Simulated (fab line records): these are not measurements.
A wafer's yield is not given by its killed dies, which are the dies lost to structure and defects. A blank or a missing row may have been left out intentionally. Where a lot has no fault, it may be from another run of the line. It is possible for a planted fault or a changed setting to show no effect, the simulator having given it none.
A lot that was struck, set against a sound lot + flow nand harc + 14 steps out of a route of 1302
Sound: wafers L227.2, L227.3, L227.5. Wafers L241.1, L241.2, L241.5 were the ones struck. The cause is named last.
Per side, at each step with rows, come the tool, then ch with its chambers, and then its first start. Under that, the readings that differ: sound wafers + struck wafers + difference of the means + sigmas: that difference in standard deviations of wafers without a fault.
alike: words and numbers the same on both sides, and readings whose means are apart by under 2 such deviations; not compared: readings that were withheld, readings missing a value for some wafer, numbers with overlapping values and no deviation given by the record, and bounds like >300 which may hide the same value.
Wherever a step has rows on one side only, a row that says differs or no value, or a row with sigmas, the two part there. Numbers that don't overlap but have no deviation are shown without sigmas and don't part them. A reading that every wafer of one side lacks parts them only if that side has two wafers or more.

first, 7 steps without rows for these wafers: NHARC_A_STAIRCASE_COAT_262; NHARC_A_STAIRCASE_SOFTBAKE_263 (time 170 s); NHARC_A_STAIRCASE_EBR_264; NHARC_A_STAIRCASE_EXPOSE_265 (exposes mask CHOP 200); NHARC_A_STAIRCASE_PEB_266 (peb time 130 s); NHARC_A_STAIRCASE_DEVELOP_267 (time 140 s); NHARC_A_STAIRCASE_HARDBAKE_269 (time 140 s).
NHARC_A_STAIRCASE_DESCUM_270: chemistry O2, time 3 s.
  sound on rie diel-11 ch 0,3, day 16 12:34; struck on rie diel-04 ch 0,1,2, day 22 08:53
| reading                | sound                | struck               | difference | sigmas |
|------------------------|----------------------|----------------------|------------|--------|
| throttle valve pct (%) | 11.310 11.303 11.294 | 11.315 11.312 11.336 | +0.019     | +2     |
  alike: drypump motor current A, oes product au, rf vpp V, showerhead plenum p Torr
  not compared: rf hours counter h
NHARC_A_STAIRCASE_ETCH_271: etches the open film in CF4/CHF3.
  sound on rie diel-11 ch 1,2,3, day 16 12:43; struck on rie diel-04 ch 1,2,3, day 22 08:58
  alike: bias w, cf4 flow sccm, drypump motor current A, oes product au, rf vpp V, showerhead plenum p Torr, throttle valve pct
  not compared: rf hours counter h
NHARC_A_STAIRCASE_HM_OPEN_457: chemistry O2/COS.
  sound: rie diel-11 ch 0,1; struck: rie diel-04 ch 0,2,3
  alike: bias w, drypump motor current A, oes product au, rf vpp V, showerhead plenum p Torr, throttle valve pct
  not compared: rf hours counter h
then, 1 step without rows for these wafers: NHARC_A_STAIRCASE_STRIP_458 (strips in O2/COS).
NHARC_A_STAIRCASE_ETCH_451: etches the open film in CF4/O2, target depth 30 nm, overetch 3 nm, time 16.5 s.
  sound on rie diel-11 ch 0,3, day 16 13:12; struck on rie diel-04 ch 1,3, day 22 09:29
  no value came back on the struck wafers for any of 7 readings (bias w (W), cf4 flow sccm (sccm) and others); on the sound wafers bias w (W) reads 99.70 99.89 100.04
  not compared: rf hours counter h
NHARC_A_STAIRCASE_ETCH_273: etches the open film in C4F8/O2/Ar, target depth 10200 nm, time 2468.6 s.
  sound: rie diel-11 ch 1,2; struck: rie diel-04 ch 0,1
  alike: bias w, chamber pressure mTorr, oes product au, rf vpp V
  not compared: rf hours counter h
-- jump in the record: it breaks off in module A_STAIRCASE and resumes in module END (first step shown: number 1302 of the route), and 8 days separate the struck wafers' starts before and after --
NHARC_END_SORT_01:
  here the record holds rows for the struck wafers (prober-01 ch 0, day 30 20:56) but none for the sound ones

## WHERE THEY PART
Earliest at NHARC_A_STAIRCASE_DESCUM_270; latest, in this record, at NHARC_END_SORT_01.

WHY: what had been put in by the simulator
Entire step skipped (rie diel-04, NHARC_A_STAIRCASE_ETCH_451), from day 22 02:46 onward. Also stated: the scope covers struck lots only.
